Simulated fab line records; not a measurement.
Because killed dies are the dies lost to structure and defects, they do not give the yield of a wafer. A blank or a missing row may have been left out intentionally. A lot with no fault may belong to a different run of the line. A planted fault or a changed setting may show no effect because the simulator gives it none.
Chamber matching    flow n5 finfet    rie diel-01 running N5_DUMMY_REMOVAL_HM_STRIP_01: 4 sister chambers
The step strips SiNx in CH3F/O2, stops on poly-Si, target depth 4 nm, time 6.8 s. 14 wafers are shown with their chamber, then 7 later ones without.

== WAFERS WITH THEIR CHAMBER ==
wafer   chamber  drypump motor current A (A)  showerhead plenum p Torr (Torr)  throttle valve pct (%)
L074.1  2        6.4                          2.10                             16.37
L074.4  0        5.8                          2.06                             16.01
L074.5  1        5.9                          1.93                             16.49
L078.1  0        5.8                          2.05                             16.04
L078.2  3        5.7                          1.93                             16.42
L078.6  2        6.4                          2.10                             16.38
L081.2  1        5.9                          1.92                             16.53
L081.5  3        5.7                          1.93                             16.45
L081.6  2        6.3                          2.10                             16.39
L087.2  3        5.7                          1.92                             16.46
L087.3  2        6.3                          2.09                             16.42
L087.6  0        5.8                          2.05                             16.06
L089.3  1        5.9                          1.92                             16.52
L089.4  0        5.8                          2.05                             16.07

SIGNATURES (means of the wafers above)
reading                   chamber 0  chamber 1  chamber 2  chamber 3  scatter within a chamber
drypump motor current A   5.800      5.900      6.350      5.700      0.0316
showerhead plenum p Torr  2.0525     1.9233     2.0975     1.9267     0.00532
throttle valve pct        16.0450    16.5133    16.3900    16.4433    0.0229
Rule: for each reading, subtract the chamber's mean from the wafer's reading, divide by that reading's scatter and square the result; add these up over the readings and take the root, which gives the wafer's distance from the chamber. If the next closest chamber is less than 2 further off than the closest, the wafer can't be placed; otherwise it belongs to the closest. How the scatter is found: for the shown wafers, subtract from each reading the mean of its chamber, square and add these, divide the total by (wafers less chambers), then take the root.

== WAFERS WITH NO CHAMBER GIVEN ==
wafer   drypump motor current A (A)  showerhead plenum p Torr (Torr)  throttle valve pct (%)
L089.5  5.8                          2.05                             16.07
L091.2  5.7                          1.92                             16.46
L091.4  6.3                          2.09                             16.41
L091.5  5.7                          1.92                             16.48
L093.1  5.9                          1.92                             16.56
L093.2  5.8                          2.04                             16.10
L093.6  5.7                          1.92                             16.49

== WHICH CHAMBER EACH ONE RAN IN ==
wafer   from the rows above  in truth
L089.5  0                    0
L091.2  3                    3
L091.4  2                    2
L091.5  3                    3
L093.1  1                    1
L093.2  0                    0
L093.6  3                    3
Correct placement for 7 of the 7. Can't be placed from these rows: 0. 0 placed wrongly.
